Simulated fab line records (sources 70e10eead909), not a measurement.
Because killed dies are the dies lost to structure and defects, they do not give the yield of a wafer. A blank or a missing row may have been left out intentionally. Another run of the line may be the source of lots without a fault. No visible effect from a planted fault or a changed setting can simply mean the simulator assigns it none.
The tool behind it: which one? -- flow nand_harc -- 11 lots, 33 wafers sampled, at 5 steps of a route of 1302

## WHAT EACH GAUGE READ, for each wafer
NHARC_END_SORT_01. Usual: killed_at_array 52, standard deviation 19; killed_at_other 1.0, standard deviation 1.2; killed_at_periphery 4.1, standard deviation 2.8; killed_dies 57, standard deviation 19; killed_open 3.1, standard deviation 1.7; killed_short 2.5, standard deviation 1.5.
lot,measured,on,killed_at_array,killed_at_other,killed_at_periphery,killed_dies,killed_open,killed_short,flag
L409,day 24 23:10,prober-01,39 49 72,0 0 0,5 4 4,44 53 76,5 3 2,2 2 2,
L412,day 26 05:38,prober-02,65 55 59,2 0 0,4 5 5,71 60 64,4 2 0,5 3 2,
L413,day 27 01:09,prober-02,54 57 62,1 1 0,6 0 3,61 58 65,2 4 5,5 0 0,
L417,day 28 14:52,prober-02,31 47 54,4 2 2,3 9 1,38 58 57,2 5 6,2 4 0,
L419,day 29 02:52,prober-01,17 20 22,2 4 1,12 4 7,31 28 30,3 2 2,2 2 3,
L422,day 29 21:42,prober-02,24 61 47,0 1 1,0 3 2,24 65 50,4 8 6,2 2 4,
L424,day 30 22:24,prober-02,53 39 668,7 2 4,1 4 5,61 45 677,2 7 5,2 4 2,OFF

## WHAT TOOL EACH LOT RAN ON (gives the tool, then ch and the chambers of the sampled wafers, and finally the start)
lot,NHARC_A_STAIRCASE_TRIM_22,NHARC_A_STAIRCASE_DESCUM_186,NHARC_A_STAIRCASE_TRIM_189,NHARC_A_STAIRCASE_ETCH_192
L409,"rie_diel-05 ch 1,3, day 16 13:14 or earlier","rie_diel-04 ch 0,1,2, day 16 13:14","rie_diel-04 ch 0,3, day 16 13:56 or earlier","rie_diel-04 ch 0,2, day 16 13:56"
L411,"rie_diel-04 ch 0,2,3, day 16 20:58 or earlier","rie_diel-04 ch 1,2,3, day 16 20:58","rie_diel-04 ch 0,2,3, day 16 21:40 or earlier","rie_diel-04 ch 0,1, day 16 21:40"
L412,"rie_diel-04 ch 1,2,3, day 18 00:44 or earlier","rie_diel-04 ch 0,3, day 18 00:44","rie_diel-04 ch 0,2, day 18 01:26 or earlier","rie_diel-04 ch 1,3, day 18 01:26"
L414,"rie_diel-05 ch 0,3, day 18 10:48 or earlier","rie_diel-12 ch 0,3, day 18 10:48","rie_diel-12 ch 1,2, day 18 11:30 or earlier","rie_diel-12 ch 2,3, day 18 11:30"
L413,"rie_diel-04 ch 1,2, day 18 13:41 or earlier","rie_diel-12 ch 0,1,2, day 18 13:41","rie_diel-12 ch 1,2, day 18 17:15 or earlier","rie_diel-12 ch 1,3, day 18 17:15"
L417,"rie_diel-05 ch 0,3, day 20 02:43 or earlier","rie_diel-04 ch 0,1,2, day 20 02:43","rie_diel-04 ch 0,1,2, day 20 03:31 or earlier","rie_diel-04 ch 0,2, day 20 03:31"
L419,"rie_diel-04 ch 2,3, day 20 15:31 or earlier","rie_diel-04 ch 0,3, day 20 15:31","rie_diel-04 ch 0,2,3, day 20 16:13 or earlier","rie_diel-04 ch 0,1, day 20 16:13"
L422,"rie_diel-12 ch 0,1,3, day 21 18:47 or earlier","rie_diel-12 ch 0,2,3, day 21 18:47","rie_diel-12 ch 1,2,3, day 21 19:29 or earlier","rie_diel-12 ch 0,2,3, day 21 19:29"
L423,"rie_diel-05 ch 1,2,3, day 22 18:05 or earlier","rie_diel-12 ch 0,2, day 22 18:05","rie_diel-12 ch 0,1,2, day 22 18:52 or earlier","rie_diel-12 ch 0,2,3, day 22 18:52"
L424,"rie_diel-12 ch 0,2,3, day 22 18:22 or earlier","rie_diel-04 ch 0,2,3, day 22 18:22","rie_diel-04 ch 1,2,3, day 22 19:04 or earlier","rie_diel-04 ch 0,1,3, day 22 19:04"
L430,"rie_diel-05 ch 0,1, day 25 04:10 or earlier","rie_diel-12 ch 1,2,3, day 25 04:10","rie_diel-12 ch 1,2,3, day 25 05:30 or earlier","rie_diel-12 ch 1,2,3, day 25 05:30"
- NHARC_A_STAIRCASE_TRIM_22: chemistry O2, time 211.2 s.
- NHARC_A_STAIRCASE_DESCUM_186: chemistry O2, time 3 s.
- NHARC_A_STAIRCASE_TRIM_189: chemistry O2, time 211.2 s.
- NHARC_A_STAIRCASE_ETCH_192: etches the open film in C4F8/O2, target depth 100 nm, time 40.5 s.

## WHAT THE TOOLS THEMSELVES READ (means of the sampled wafers that have a number; where no wafer has one, the mark that the record gives instead)
NHARC_A_STAIRCASE_TRIM_22. Usual: drypump_motor_current_A 5.81 A, standard deviation 0.26; o2_flow_sccm 500.1 sccm, standard deviation 1.5; oes_product_au 0.999 a.u., standard deviation 0.016; rf_vpp_V 57.8 V, standard deviation 0.91; showerhead_plenum_p_Torr 3.46 Torr, standard deviation 0.1; throttle_valve_pct 17.035 %, standard deviation 0.0095.
lot,tool,drypump_motor_current_A (A),o2_flow_sccm (sccm),oes_product_au (a.u.),rf_vpp_V (V),showerhead_plenum_p_Torr (Torr),throttle_valve_pct (%),flag
L409,rie_diel-05,5.96,499.9,1.010,56.9,3.36,17.029,
L411,rie_diel-04,5.92,498.7,1.008,58.2,3.58,17.040,
L412,rie_diel-04,5.80,500.4,1.006,58.4,3.60,17.030,
L414,rie_diel-05,5.66,498.9,0.994,56.8,3.42,17.034,
L413,rie_diel-04,5.81,499.7,1.012,57.6,3.64,17.029,
L417,rie_diel-05,5.53,500.3,0.977,57.0,3.43,17.033,
L419,rie_diel-04,6.02,500.0,1.012,57.8,3.61,17.031,
L422,rie_diel-12,5.75,499.5,1.003,57.3,3.42,17.032,
L423,rie_diel-05,6.01,499.8,1.006,57.6,3.39,17.039,
L424,rie_diel-12,5.75,501.8,0.984,57.6,3.41,17.041,
L430,rie_diel-05,5.85,499.6,0.993,57.8,3.33,17.040,

NHARC_A_STAIRCASE_DESCUM_186. Usual: drypump_motor_current_A 5.80 A, standard deviation 0.23; o2_flow_sccm 200.0 sccm, standard deviation 0.62; oes_product_au 1.002 a.u., standard deviation 0.017; rf_vpp_V 57.8 V, standard deviation 0.89; showerhead_plenum_p_Torr 1.90 Torr, standard deviation 0.06; throttle_valve_pct 11.311 %, standard deviation 0.0095.
lot,tool,drypump_motor_current_A (A),o2_flow_sccm (sccm),oes_product_au (a.u.),rf_vpp_V (V),showerhead_plenum_p_Torr (Torr),throttle_valve_pct (%),flag
L409,rie_diel-04,5.93,200.0,1.004,57.9,1.97,11.304,
L411,rie_diel-04,5.79,199.5,1.006,57.8,1.95,11.313,
L412,rie_diel-04,5.79,199.9,1.017,57.2,1.91,11.309,
L414,rie_diel-12,5.66,199.6,0.990,57.4,1.82,11.313,
L413,rie_diel-12,5.83,199.9,1.011,57.4,1.89,11.303,
L417,rie_diel-04,5.90,200.1,1.010,58.2,1.96,11.322,
L419,rie_diel-04,5.67,199.3,1.008,57.8,1.89,11.305,
L422,rie_diel-12,5.74,199.9,0.982,58.3,1.85,11.309,
L423,rie_diel-12,5.82,200.1,0.998,57.1,1.85,11.313,
L424,rie_diel-04,5.90,200.3,1.007,57.6,1.93,11.318,
L430,rie_diel-12,5.74,199.9,0.987,57.8,1.87,11.317,

NHARC_A_STAIRCASE_TRIM_189. Usual: drypump_motor_current_A 5.81 A, standard deviation 0.23; o2_flow_sccm 499.9 sccm, standard deviation 1.5; oes_product_au 1.003 a.u., standard deviation 0.015; rf_vpp_V 57.7 V, standard deviation 0.82; showerhead_plenum_p_Torr 3.50 Torr, standard deviation 0.11; throttle_valve_pct 17.036 %, standard deviation 0.0091.
lot,tool,drypump_motor_current_A (A),o2_flow_sccm (sccm),oes_product_au (a.u.),rf_vpp_V (V),showerhead_plenum_p_Torr (Torr),throttle_valve_pct (%),flag
L409,rie_diel-04,5.67,499.0,1.022,57.3,3.51,17.038,
L411,rie_diel-04,5.92,500.5,1.017,58.8,3.58,17.024,
L412,rie_diel-04,6.15,498.8,1.013,57.5,3.65,17.040,
L414,rie_diel-12,5.80,501.8,1.007,57.8,3.53,17.026,
L413,rie_diel-12,5.80,499.6,1.007,57.6,3.53,17.035,
L417,rie_diel-04,5.92,500.6,1.007,58.1,3.61,17.043,
L419,rie_diel-04,5.92,498.3,1.009,57.7,3.56,17.031,
L422,rie_diel-12,5.75,499.9,1.000,57.7,3.46,17.034,
L423,rie_diel-12,5.83,500.2,0.994,57.6,3.47,17.031,
L424,rie_diel-04,5.78,501.0,1.005,59.3,3.58,17.026,
L430,rie_diel-12,5.74,500.0,0.987,57.8,3.44,17.041,

NHARC_A_STAIRCASE_ETCH_192. Usual: oes_product_au 0.947 a.u., standard deviation 0.017; rf_fwd_power_W 593 W, standard deviation 3.3; rf_vpp_V 895 V, standard deviation 4; run_length_s 61.7 s, standard deviation 0.47.
lot,tool,oes_product_au (a.u.),rf_fwd_power_W (W),rf_vpp_V (V),run_length_s (s),flag
L409,rie_diel-04,0.955,594,901,61.8,
L411,rie_diel-04,0.943,593,899,61.5,
L412,rie_diel-04,0.945,594,897,61.2,
L414,rie_diel-12,0.945,595,894,62.1,
L413,rie_diel-12,0.958,588,893,61.5,
L417,rie_diel-04,0.959,593,898,61.7,
L419,rie_diel-04,0.952,590,897,61.4,
L422,rie_diel-12,0.930,592,892,61.8,
L423,rie_diel-12,0.919,596,891,61.9,
L424,rie_diel-04,0.953,590,897,55.3,OFF
L430,rie_diel-12,0.921,592,893,62.0,

## THE ANSWER, worked out from the rows above alone
Rule: take the mean of a lot's wafers that have a number; if it is more than 3 standard deviations from the usual mean, the lot is off. Also off: a lot with no number at a reading for which 4 or more lots have one. The other lots that the step has rows for count as sound. After the gauges, taken in route order, come the tools' own readings; for these a lot's mean is taken, as printed above. At the first step where some lot is off, the reading lying furthest off is the one used; lots without a number count as furthest.
Off: L424, at NHARC_END_SORT_01 (killed_dies). Neither off nor sound, because the step has no rows for them: L411, L414, L423, L430.
If a tool, at a process step before that reading, ran all the lots that are off and no sound lot after the first of them, it fits. The gauges at NHARC_END_SORT_01 aren't tried: what is off there is off at NHARC_A_STAIRCASE_ETCH_192 too, on other tools, and a gauge's error can't cause that. Because NHARC_A_STAIRCASE_TRIM_22 lacks a start for some lots, the hours and order of its lots are taken from NHARC_A_STAIRCASE_DESCUM_186. Because NHARC_A_STAIRCASE_TRIM_189 lacks a start for some lots, the hours and order of its lots are taken from NHARC_A_STAIRCASE_ETCH_192. This does not decide it: 2 tools fit, namely rie_diel-12 at NHARC_A_STAIRCASE_TRIM_22 and rie_diel-04 at NHARC_A_STAIRCASE_DESCUM_186 and NHARC_A_STAIRCASE_TRIM_189 and NHARC_A_STAIRCASE_ETCH_192.

## WHAT THE SIMULATOR PUT IN
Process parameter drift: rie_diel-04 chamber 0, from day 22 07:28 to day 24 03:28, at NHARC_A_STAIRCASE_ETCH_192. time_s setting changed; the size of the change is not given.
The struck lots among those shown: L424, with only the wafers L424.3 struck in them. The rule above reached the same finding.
